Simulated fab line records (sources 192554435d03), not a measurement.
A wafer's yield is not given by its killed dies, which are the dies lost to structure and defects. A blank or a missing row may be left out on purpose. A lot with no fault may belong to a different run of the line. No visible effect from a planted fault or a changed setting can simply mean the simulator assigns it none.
fab line records	flow n5-finfet
record lots=24	wafers=72	last-day=20
route steps=1938 shown BEOL_M3@1018 BEOL_M4@1035
lots with no fault: from the same line, run without faults
start-h: hours from the record's first day to the start of the lot's first wafer shown	wait-h: how many hours have passed since the lot's step before this one	" unchanged from the row above	L1.1+2: one row covering several wafers at once	- no value, or no start given	* or withheld: withheld	< > ~ a bound
route shown NAME@n: a module of which the file shows steps, and the number in the route of the first	usual: average and standard deviation across the fault-free wafers	same: alike in all rows	chamber/n: place in a boat	sites: each site's reading	_std_site: the values' standard deviation	_edge_site: outer sites' mean less inner sites'	radius-mm: how far each site lies from the wafer's centre	mask NAME#n: copy n	behind: tool/chamber where the wafer was last shaped	hold: what put the lot on hold/how long, in hours/how the hold closed	device: transistor that didn't switch, given as n, p or np	end of line: tests run on the same wafers once the route is complete	a step with no rows: only its recipe	killed: count of dies lost to structure and defects at first sort (not the wafer's yield)	map: shows each die of a wafer: x if killed, . if not, _ if none is there
set.NAME: the run value of the setting; set.NAME@STEP: its run value at that earlier step	model.NAME: the simulator's own value behind a step, which no gauge read
route steps across a sampled set of lots; one table per step, one row per wafer
services: from which hour (start-h, from the record's first day; less than 0 if before it) a tool's chamber was out of use, for how many hours, and why
## steps
# step N5_BEOL_M3_DEP_57
# recipe material=SiCN	target-thk-a=80	temp-c=withheld	precursor=3MS/NH3	pressure-torr=3	rf-w=202	time-s=14
# usual showerhead-plenum-p-Torr=3.670/0.016	showerhead-vpp-V=891/36	throttle-valve-pct=9.2/0.41
lot.wafer	tool	chamber	start-h	wait-h	showerhead-plenum-p-Torr	showerhead-vpp-V	throttle-valve-pct
L074.4	pecvd-03	2	172.88	0.0	3.666	834	9.7
L074.5	"	1	"	"	3.673	850	9.4
L074.6	"	0	"	"	3.677	947	8.9
L075.2	pecvd-01	1	172.97	0.0	3.652	921	9.0
L075.4	"	1	"	"	3.656	944	9.1
L075.6	"	0	"	"	3.667	887	9.2
L076.1	pecvd-03	0	176.63	0.0	3.669	964	9.0
L076.2	"	2	"	"	3.663	853	9.4
L076.5	"	1	"	"	3.668	872	9.1
L077.1	pecvd-04	0	179.53	0.0	3.685	861	9.4
L077.3	"	1	"	"	3.645	908	10.3
L077.5	"	0	"	"	3.701	868	9.3
L078.2	pecvd-01	0	188.05	0.0	3.660	885	9.1
L078.4	"	1	"	"	3.659	927	9.1
L078.5	"	0	"	"	3.662	891	8.6
L079.1	pecvd-04	2	192.83	0.0	3.678	892	8.9
L079.2	"	1	"	"	3.634	898	10.2
L079.6	"	2	"	"	3.676	895	9.3
L081.3	pecvd-04	0	211.51	0.0	3.702	864	9.3
L081.4	"	2	"	"	3.690	897	9.2
L081.5	"	1	"	"	3.644	897	10.0
L080.1	pecvd-04	2	213.24	0.0	3.681	901	9.3
L080.3	"	1	"	"	3.639	900	9.9
L080.6	"	0	"	"	3.698	856	9.5
L082.2	pecvd-01	1	214.41	0.0	3.657	923	9.3
L082.3	"	0	"	"	3.656	889	9.0
L082.5	"	2	"	"	3.674	864	8.8
L085.1	pecvd-01	2	218.97	0.0	3.663	885	8.7
L085.2	"	1	"	"	3.659	930	9.0
L085.6	"	1	"	"	3.665	924	9.1
L084.1	pecvd-03	0	219.09	0.0	3.675	959	9.0
L084.3	"	1	"	"	3.676	864	8.9
L084.6	"	1	"	"	3.682	844	8.9
L083.1	pecvd-03	0	219.60	0.0	3.670	958	9.0
L083.5	"	1	"	"	3.664	865	9.3
L083.6	"	0	"	"	3.676	969	8.9
L086.3	pecvd-04	0	240.60	0.0	3.684	859	9.5
L086.4	"	2	"	"	3.691	898	9.2
L086.5	"	2	"	"	3.686	890	9.2
L089.1	pecvd-01	2	259.42	0.0	3.669	873	8.9
L089.3	"	0	"	"	3.654	883	9.0
L089.4	"	2	"	"	3.668	873	8.7
L087.3	pecvd-04	2	259.89	0.0	3.678	898	9.3
L087.5	"	2	"	"	3.682	905	9.2
L087.6	"	1	"	"	3.644	886	10.4
L090.2	pecvd-03	1	261.73	0.0	3.670	858	9.4
L090.3	"	0	"	"	3.667	996	9.1
L090.4	"	2	"	"	3.662	841	8.6
L088.1	pecvd-03	1	266.80	0.0	3.680	860	9.2
L088.2	"	2	"	"	3.658	839	8.9
L088.5	"	0	"	"	3.666	970	8.8
L091.3	pecvd-04	2	267.06	0.0	3.684	880	9.0
L091.5	"	1	"	"	3.641	896	10.3
L091.6	"	2	"	"	3.686	909	9.0
L092.2	pecvd-04	1	267.43	0.0	3.644	895	10.0
L092.5	"	1	"	"	3.637	906	10.0
L092.6	"	0	"	"	3.705	865	9.2
L093.1	pecvd-03	2	273.68	0.0	3.667	845	8.8
L093.4	"	0	"	"	3.672	977	8.8
L093.5	"	1	"	"	3.685	858	9.5
L094.1	pecvd-03	2	276.88	0.0	3.663	827	8.7
L094.5	"	2	"	"	3.657	828	8.8
L094.6	"	0	"	"	3.676	982	8.9
L095.2	pecvd-04	2	286.57	0.0	3.683	886	9.2
L095.3	"	0	"	"	3.693	873	9.3
L095.5	"	1	"	"	3.650	892	10.1
L096.1	pecvd-04	2	306.12	0.0	3.684	896	9.0
L096.3	"	0	"	"	3.693	856	9.5
L096.5	"	0	"	"	3.692	859	9.4
L097.1	pecvd-01	1	348.03	0.0	3.657	934	9.2
L097.2	"	0	"	"	3.655	875	8.8
L097.3	"	2	"	"	3.667	867	8.9
# step N5_BEOL_M4_OVL_MEAS_12
# recipe points-per-wafer=522
# usual M4_OVL=-0.1/0.73
lot.wafer	tool	chamber	start-h	wait-h	M4_OVL[nm]
L074.4	overlay-01	0	173.62	0.0	0.3
L074.5	"	0	"	"	-0.1
L074.6	"	0	"	"	0.1
L075.2	overlay-02	0	174.06	0.0	-1.0
L075.4	"	0	"	"	-0.2
L075.6	"	0	"	"	-0.3
L076.1	overlay-02	0	179.56	0.0	-0.2
L076.2	"	0	"	"	1.4
L076.5	"	0	"	"	0.7
L077.1	overlay-02	0	181.80	0.0	-0.8
L077.3	"	0	"	"	-0.4
L077.5	"	0	"	"	-0.1
L078.2	overlay-02	0	191.10	0.0	0.9
L078.4	"	0	"	"	1.2
L078.5	"	0	"	"	0.2
L079.1	overlay-01	0	194.90	0.0	-0.7
L079.2	"	0	"	"	0.2
L079.6	"	0	"	"	0.7
L081.3	overlay-02	0	214.22	0.0	-0.3
L081.4	"	0	"	"	-0.2
L081.5	"	0	"	"	1.3
L080.1	overlay-02	0	214.44	0.0	-0.1
L080.3	"	0	"	"	-0.2
L080.6	"	0	"	"	0.3
L082.2	overlay-01	0	215.92	0.0	1.2
L082.3	"	0	"	"	0.5
L082.5	"	0	"	"	-0.1
L085.1	overlay-01	0	221.82	0.0	0.6
L085.2	"	0	"	"	0.8
L085.6	"	0	"	"	0.0
L084.1	overlay-02	0	222.05	0.0	-0.8
L084.3	"	0	"	"	-0.2
L084.6	"	0	"	"	-1.3
L083.1	overlay-02	0	222.58	0.0	-0.8
L083.5	"	0	"	"	-0.9
L083.6	"	0	"	"	-0.6
L086.3	overlay-01	0	243.31	0.0	0.0
L086.4	"	0	"	"	0.2
L086.5	"	0	"	"	0.2
L089.1	overlay-01	0	261.75	0.0	0.8
L089.3	"	0	"	"	-0.1
L089.4	"	0	"	"	-0.9
L087.3	overlay-02	0	261.81	0.0	-1.3
L087.5	"	0	"	"	-1.6
L087.6	"	0	"	"	1.0
L090.2	overlay-02	0	263.10	0.0	-2.0
L090.3	"	0	"	"	0.7
L090.4	"	0	"	"	-0.2
L088.1	overlay-01	0	268.35	0.0	1.2
L088.2	"	0	"	"	1.0
L088.5	"	0	"	"	0.2
L091.3	overlay-02	0	268.41	0.0	-0.3
L091.5	"	0	"	"	-0.2
L091.6	"	0	"	"	-0.2
L092.2	overlay-02	0	270.18	0.0	-1.1
L092.5	"	0	"	"	-0.5
L092.6	"	0	"	"	-0.8
L093.1	overlay-01	0	276.51	0.0	0.1
L093.4	"	0	"	"	-1.2
L093.5	"	0	"	"	-0.6
L094.1	overlay-02	0	277.79	0.0	-0.5
L094.5	"	0	"	"	-0.4
L094.6	"	0	"	"	-0.6
L095.2	overlay-01	0	290.56	0.0	-0.2
L095.3	"	0	"	"	-0.8
L095.5	"	0	"	"	-0.5
L096.1	overlay-02	0	307.43	0.0	-0.3
L096.3	"	0	"	"	1.2
L096.5	"	0	"	"	0.3
L097.1	overlay-01	0	348.90	0.0	0.7
L097.2	"	0	"	"	-0.9
L097.3	"	0	"	"	0.5
# step N5_BEOL_M4_HM_OPEN_17
# recipe chemistry=Cl2/BCl3	target-depth-a=200	overetch-a=60	target=TiN	mask-material=SOC	ion-energy-ev=150	pressure-mtorr=10	icp-w=1000	bias-w=126	Cl2_flow_sccm=53.25	bcl3-flow-sccm=21.75	Ar_flow_sccm=25
# usual drypump-motor-current-A=5.5/0.34	oes-product-au=0.65/0.095	throttle-valve-pct=22.14/0.22
lot.wafer	tool	chamber	start-h	wait-h	drypump-motor-current-A	oes-product-au	rf-hours-counter-h	throttle-valve-pct
L074.4	rie-metal-02	1	174.14	0.1	5.5	0.59	-	21.88
L074.5	"	1	"	"	5.5	0.59	-	21.91
L074.6	"	0	"	"	5.1	0.74	-	21.89
L075.2	rie-metal-02	1	174.57	0.0	5.6	0.59	86	21.89
L075.4	"	0	"	"	5.2	0.72	-	21.90
L075.6	"	0	"	"	5.2	0.73	-	21.90
L076.1	rie-metal-02	0	179.90	0.0	5.2	0.74	19	21.87
L076.2	"	1	"	"	5.5	0.59	86	21.88
L076.5	"	1	"	"	5.6	0.59	-	21.90
L077.1	rie-metal-01	0	182.16	0.0	6.0	0.53	118	22.24
L077.3	"	0	"	"	6.0	0.52	-	22.23
L077.5	"	1	"	"	5.2	0.62	-	22.43
L078.2	rie-metal-01	1	191.78	0.0	5.2	0.60	70	22.47
L078.4	"	1	"	"	5.2	0.61	-	22.44
L078.5	"	0	"	"	6.0	0.52	-	22.24
L079.1	rie-metal-03	0	195.36	0.0	6.0	0.61	63	22.32
L079.2	"	1	"	"	5.5	0.80	4	22.03
L079.6	"	1	"	"	5.5	0.80	-	22.02
L081.3	rie-metal-03	1	214.59	0.1	5.5	0.78	-	22.04
L081.4	"	0	"	"	5.9	0.61	-	22.35
L081.5	"	0	"	"	5.9	0.62	-	22.32
L080.1	rie-metal-03	1	214.79	0.0	5.5	0.79	5	22.04
L080.3	"	0	"	"	5.9	0.61	-	22.33
L080.6	"	0	"	"	6.0	0.62	-	22.32
L082.2	rie-metal-01	1	216.26	0.0	5.2	0.60	72	22.47
L082.3	"	1	"	"	5.2	0.60	-	22.46
L082.5	"	1	"	"	5.2	0.59	-	22.45
L085.1	rie-metal-01	1	223.07	0.0	5.2	0.61	72	22.45
L085.2	"	0	"	"	6.0	0.51	121	22.23
L085.6	"	1	"	"	5.1	0.60	-	22.48
L084.1	rie-metal-02	1	223.91	0.1	5.6	0.58	91	21.90
L084.3	"	0	"	"	5.1	0.72	-	21.90
L084.6	"	1	"	"	5.5	0.59	-	21.92
L083.1	rie-metal-01	1	225.91	0.0	5.2	0.60	72	22.46
L083.5	"	0	"	"	6.0	0.51	-	22.26
L083.6	"	1	"	"	5.2	0.60	-	22.45
L086.3	rie-metal-02	0	243.67	0.1	5.1	0.70	-	21.92
L086.4	"	1	"	"	5.6	0.57	-	21.92
L086.5	"	0	"	"	5.1	0.71	-	21.91
L089.1	rie-metal-01	0	262.10	0.0	6.0	0.86	0	22.28
L089.3	"	0	"	"	6.0	0.85	-	22.30
L089.4	"	1	"	"	5.2	0.60	-	22.46
L087.3	rie-metal-03	1	262.17	0.1	5.5	0.76	-	22.05
L087.5	"	1	"	"	5.5	0.75	-	22.04
L087.6	"	0	"	"	6.0	0.61	-	22.35
L090.2	rie-metal-03	1	263.64	0.0	5.5	0.75	10	22.06
L090.3	"	1	"	"	5.5	0.76	-	22.06
L090.4	"	0	"	"	6.0	0.61	-	22.35
L088.1	rie-metal-01	0	268.76	0.0	6.0	0.84	1	22.28
L088.2	"	1	"	"	5.2	0.59	78	22.47
L088.5	"	0	"	"	6.0	0.84	-	22.30
L091.3	rie-metal-02	1	268.83	0.1	5.5	0.58	-	21.93
L091.5	"	1	"	"	5.5	0.58	-	21.91
L091.6	"	0	"	"	5.1	0.70	-	21.92
L092.2	rie-metal-02	1	270.71	0.0	5.6	0.58	95	21.91
L092.5	"	1	"	"	5.6	0.58	-	21.89
L092.6	"	0	"	"	5.2	0.70	-	21.91
L093.1	rie-metal-01	1	276.86	0.0	5.2	0.59	78	22.46
L093.4	"	0	"	"	6.0	0.85	-	22.26
L093.5	"	1	"	"	5.2	0.60	-	22.47
L094.1	rie-metal-02	0	278.14	0.0	5.1	0.71	29	21.90
L094.5	"	0	"	"	5.2	0.70	-	21.93
L094.6	"	1	"	"	5.5	0.58	-	21.90
L095.2	rie-metal-01	0	291.05	0.0	6.0	0.83	3	22.28
L095.3	"	0	"	"	6.0	0.82	-	22.29
L095.5	"	0	"	"	6.0	0.82	-	22.29
L096.1	rie-metal-02	0	307.85	0.0	5.1	0.69	32	21.92
L096.3	"	0	"	"	5.2	0.68	-	21.92
L096.5	"	1	"	"	5.5	0.57	-	21.93
L097.1	rie-metal-02	0	349.42	0.0	5.2	0.69	36	21.93
L097.2	"	1	"	"	5.5	0.57	103	21.94
L097.3	"	1	"	"	5.6	0.56	-	21.92
# step N5_BEOL_M4_ALD_98
# recipe material=SiO2	target-thk-a=25	temp-c=100	ald-precursor-family=BDEAS	ald-co-reactant=O2-plasma	pulse-time-s=1	co-reactant-pulse-time-s=1	purge-time-s=2	co-reactant-purge-time-s=2	ald-cycles=17	pressure-torr=2
# usual heater-power-w=79/6.5	precursor-pulse-height-rel=0.997/0.021
lot.wafer	tool	chamber	start-h	wait-h	heater-power-w	precursor-pulse-height-rel
L074.4	ald-sin-01	1	174.90	0.1	83	1.009
L074.5	"	0	"	"	89	0.997
L074.6	"	3	"	"	73	0.939
L075.2	ald-sin-02	0	177.53	1.5	91	0.994
L075.4	"	2	"	"	85	0.955
L075.6	"	1	"	"	77	1.000
L076.1	ald-sin-01	2	181.33	0.7	78	0.978
L076.2	"	1	"	"	80	0.976
L076.5	"	3	"	"	72	1.035
L077.1	ald-sin-02	2	184.00	1.0	83	0.991
L077.3	"	3	"	"	75	1.021
L077.5	"	3	"	"	74	0.971
L078.2	ald-sin-01	3	193.07	0.4	73	0.984
L078.4	"	0	"	"	88	0.944
L078.5	"	2	"	"	76	1.047
L079.1	ald-sin-03	3	196.48	0.1	71	0.963
L079.2	"	0	"	"	74	0.981
L079.6	"	0	"	"	72	0.991
L081.3	ald-sin-03	1	215.31	0.1	74	0.993
L081.4	"	3	"	"	71	1.003
L081.5	"	1	"	"	73	0.999
L080.1	ald-sin-03	3	215.61	0.1	71	1.012
L080.3	"	2	"	"	77	1.013
L080.6	"	0	"	"	72	1.012
L082.2	ald-sin-01	3	217.17	0.1	73	0.991
L082.3	"	0	"	"	88	0.976
L082.5	"	0	"	"	88	0.991
L085.1	ald-sin-01	3	226.50	0.1	73	0.992
L085.2	"	1	"	"	83	1.003
L085.6	"	0	"	"	88	1.017
L084.1	ald-sin-02	3	226.72	0.1	74	1.010
L084.3	"	1	"	"	78	1.000
L084.6	"	0	"	"	93	1.002
L083.1	ald-sin-02	3	227.95	0.1	75	0.984
L083.5	"	3	"	"	74	0.995
L083.6	"	2	"	"	87	1.003
L086.3	ald-sin-02	2	244.61	0.1	85	1.020
L086.4	"	0	"	"	89	0.958
L086.5	"	3	"	"	73	0.979
L089.1	ald-sin-03	2	262.85	0.1	75	0.970
L089.3	"	0	"	"	72	0.974
L089.4	"	0	"	"	71	1.022
L087.3	ald-sin-01	0	263.03	0.1	89	1.001
L087.5	"	2	"	"	75	1.025
L087.6	"	3	"	"	74	0.981
L090.2	ald-sin-02	3	264.46	0.1	76	1.018
L090.3	"	2	"	"	87	1.026
L090.4	"	1	"	"	76	0.988
L088.1	ald-sin-01	3	269.53	0.1	72	1.023
L088.2	"	1	"	"	83	0.985
L088.5	"	2	"	"	76	1.014
L091.3	ald-sin-02	3	269.59	0.1	75	0.999
L091.5	"	3	"	"	75	0.992
L091.6	"	2	"	"	86	1.000
L092.2	ald-sin-02	3	271.47	0.1	74	1.024
L092.5	"	3	"	"	74	0.990
L092.6	"	2	"	"	85	0.960
L093.1	ald-sin-01	0	277.86	0.1	88	1.012
L093.4	"	3	"	"	75	1.008
L093.5	"	3	"	"	72	1.008
L094.1	ald-sin-02	2	278.89	0.1	86	0.995
L094.5	"	0	"	"	89	1.006
L094.6	"	2	"	"	86	0.996
L095.2	ald-sin-01	3	292.25	0.1	74	1.008
L095.3	"	1	"	"	83	0.974
L095.5	"	1	"	"	83	0.940
L096.1	ald-sin-03	1	308.97	0.1	73	0.971
L096.3	"	3	"	"	73	0.982
L096.5	"	3	"	"	73	1.006
L097.1	ald-sin-02	1	350.32	0.1	80	1.033
L097.2	"	2	"	"	86	0.978
L097.3	"	0	"	"	89	1.011
# step N5_BEOL_M4_ALD_84
# recipe material=TaN	target-thk-a=*	temp-c=275	ald-precursor-family=PDMAT	ald-co-reactant=NH3	pressure-torr=3	carrier-flow-sccm=1500	pulse-time-s=2	purge-time-s=3	co-reactant-purge-time-s=2	co-reactant-pulse-time-s=3	ald-cycles=30	precursor-vessel-temp-c=75	precursor-vessel-pressure-torr=26.25	precursor-vessel-carrier-sccm=1000
# usual heater-power-w=419/31
lot.wafer	tool	chamber	start-h	wait-h	heater-power-w
L075.2	ald-metal-04	3	184.71	0.0	399
L075.4	"	1	"	"	373
L075.6	"	1	"	"	384
L074.4	ald-metal-01	2	184.89	0.1	446
L074.5	"	2	"	"	445
L074.6	"	1	"	"	436
L076.1	ald-metal-03	1	192.24	0.0	407
L076.2	"	0	"	"	387
L076.5	"	3	"	"	385
L079.1	ald-metal-01	2	201.07	0.0	436
L079.2	"	3	"	"	406
L079.6	"	3	"	"	409
L077.1	ald-metal-03	2	208.16	0.0	449
L077.3	"	0	"	"	382
L077.5	"	1	"	"	397
L078.2	ald-metal-01	2	211.19	0.0	437
L078.4	"	1	"	"	434
L078.5	"	0	"	"	423
L081.3	ald-metal-04	1	219.03	0.1	376
L081.4	"	0	"	"	417
L081.5	"	0	"	"	433
L080.1	ald-metal-01	3	228.49	0.0	409
L080.3	"	2	"	"	449
L080.6	"	0	"	"	426
L082.2	ald-metal-03	0	229.12	0.0	382
L082.3	"	2	"	"	444
L082.5	"	1	"	"	385
L085.1	ald-metal-04	0	233.36	0.1	436
L085.2	"	1	"	"	375
L085.6	"	2	"	"	483
L083.1	ald-metal-03	1	233.60	0.0	393
L083.5	"	1	"	"	394
L083.6	"	0	"	"	386
L084.1	ald-metal-04	0	236.07	0.0	428
L084.3	"	3	"	"	400
L084.6	"	1	"	"	373
L086.3	ald-metal-04	3	258.62	0.0	393
L086.4	"	1	"	"	357
L086.5	"	1	"	"	373
L089.1	ald-metal-01	1	264.00	0.1	441
L089.3	"	0	"	"	431
L089.4	"	0	"	"	415
L087.3	ald-metal-03	3	267.17	0.1	379
L087.5	"	2	"	"	443
L087.6	"	1	"	"	390
L090.2	ald-metal-01	0	267.81	0.0	417
L090.3	"	3	"	"	415
L090.4	"	2	"	"	451
L088.1	ald-metal-01	3	276.77	0.1	412
L088.2	"	0	"	"	421
L088.5	"	2	"	"	447
L091.3	ald-metal-01	3	277.32	0.2	423
L091.5	"	2	"	"	445
L091.6	"	3	"	"	433
L092.2	ald-metal-03	2	283.15	0.2	448
L092.5	"	0	"	"	378
L092.6	"	3	"	"	406
L093.1	ald-metal-04	2	296.95	0.0	467
L093.4	"	1	"	"	377
L093.5	"	3	"	"	391
L094.1	ald-metal-03	2	297.13	0.1	451
L094.5	"	3	"	"	391
L094.6	"	0	"	"	382
L095.2	ald-metal-04	0	297.15	0.1	432
L095.3	"	1	"	"	376
L095.5	"	3	"	"	390
L096.1	ald-metal-04	3	327.18	0.0	408
L096.3	"	2	"	"	484
L096.5	"	2	"	"	466
L097.1	ald-metal-01	0	352.26	0.1	402
L097.2	"	2	"	"	426
L097.3	"	3	"	"	391
# step N5_BEOL_M4_ANNEAL_93
# recipe temp-c=400	time-s=240	ambient=vacuum
# usual heater-power-w=850/83
lot.wafer	tool	chamber	start-h	wait-h	heater-power-w
L075.2	pvd-sputter-01	-	186.85	0.0	845
L075.4	"	-	"	"	960
L075.6	"	-	"	"	948
L074.4	pvd-sputter-03	-	188.49	0.0	790
L074.5	"	-	"	"	957
L074.6	"	-	"	"	815
L076.1	pvd-sputter-01	-	194.51	0.0	851
L076.2	"	-	"	"	972
L076.5	"	-	"	"	853
L079.1	pvd-sputter-03	-	203.05	0.0	758
L079.2	"	-	"	"	795
L079.6	"	-	"	"	797
L077.1	pvd-sputter-01	-	210.27	0.0	855
L077.3	"	-	"	"	840
L077.5	"	-	"	"	943
L078.2	pvd-sputter-01	-	213.13	0.0	856
L078.4	"	-	"	"	939
L078.5	"	-	"	"	946
L081.3	pvd-sputter-01	-	222.61	0.0	852
L081.4	"	-	"	"	861
L081.5	"	-	"	"	854
L080.1	pvd-sputter-03	-	231.40	0.0	967
L080.3	"	-	"	"	784
L080.6	"	-	"	"	808
L082.2	pvd-sputter-02	-	231.54	0.0	797
L082.3	"	-	"	"	978
L082.5	"	-	"	"	777
L085.1	pvd-sputter-03	-	235.56	0.0	819
L085.2	"	-	"	"	782
L085.6	"	-	"	"	828
L083.1	pvd-sputter-02	-	235.68	0.0	992
L083.5	"	-	"	"	657
L083.6	"	-	"	"	823
L084.1	pvd-sputter-03	-	237.94	0.0	773
L084.3	"	-	"	"	784
L084.6	"	-	"	"	790
L086.3	pvd-sputter-03	-	260.58	0.0	791
L086.4	"	-	"	"	938
L086.5	"	-	"	"	950
L089.1	pvd-sputter-03	-	267.36	0.0	794
L089.3	"	-	"	"	781
L089.4	"	-	"	"	786
L087.3	pvd-sputter-02	-	269.19	0.0	679
L087.5	"	-	"	"	1008
L087.6	"	-	"	"	695
L090.2	pvd-sputter-01	-	270.93	0.0	858
L090.3	"	-	"	"	945
L090.4	"	-	"	"	950
L088.1	pvd-sputter-03	-	278.70	0.0	803
L088.2	"	-	"	"	938
L088.5	"	-	"	"	778
L091.3	pvd-sputter-03	-	281.16	0.0	755
L091.5	"	-	"	"	766
L091.6	"	-	"	"	784
L092.2	pvd-sputter-01	-	285.51	0.0	867
L092.5	"	-	"	"	879
L092.6	"	-	"	"	860
L094.1	pvd-sputter-03	-	299.04	0.0	792
L094.5	"	-	"	"	951
L094.6	"	-	"	"	810
L093.1	pvd-sputter-02	-	299.18	0.0	953
L093.4	"	-	"	"	773
L093.5	"	-	"	"	803
L095.2	pvd-sputter-03	-	300.88	0.0	935
L095.3	"	-	"	"	787
L095.5	"	-	"	"	807
L096.1	pvd-sputter-02	-	329.17	0.0	784
L096.3	"	-	"	"	680
L096.5	"	-	"	"	678
L097.1	pvd-sputter-01	-	354.27	0.0	933
L097.2	"	-	"	"	859
L097.3	"	-	"	"	882
## services
tool	chamber	start-h	hours	kind
ald-metal-04	3	157.27	3.0	repair
ald-metal-04	3	167.58	2.0	repair
rie-metal-01	-	170.38	0.4	repair
pecvd-03	-	196.68	14.6	pm
ald-sin-01	3	199.16	1.6	repair
ald-metal-04	-	202.09	0.4	repair
pecvd-04	-	205.95	1.2	repair
ald-metal-03	3	229.57	6.1	repair
ald-sin-02	-	235.26	2.0	repair
ald-metal-01	3	259.45	5.5	repair
pecvd-03	-	262.15	0.7	repair
ald-metal-04	-	274.15	14.6	pm
ald-sin-02	1	276.58	3.5	repair
ald-metal-01	-	291.55	8.7	pm
rie-metal-02	0	294.22	2.1	repair
rie-metal-01	1	296.52	8.2	repair
ald-metal-01	2	302.09	3.9	repair
ald-sin-02	-	310.81	2.8	pm
ald-sin-01	-	316.37	2.8	pm
ald-metal-01	-	317.65	2.7	repair
ald-sin-01	-	320.31	1.2	repair
ald-metal-01	-	337.25	14.0	pm
ald-sin-01	2	339.92	12.1	repair
ald-metal-04	0	345.80	3.5	repair
## key
fault none
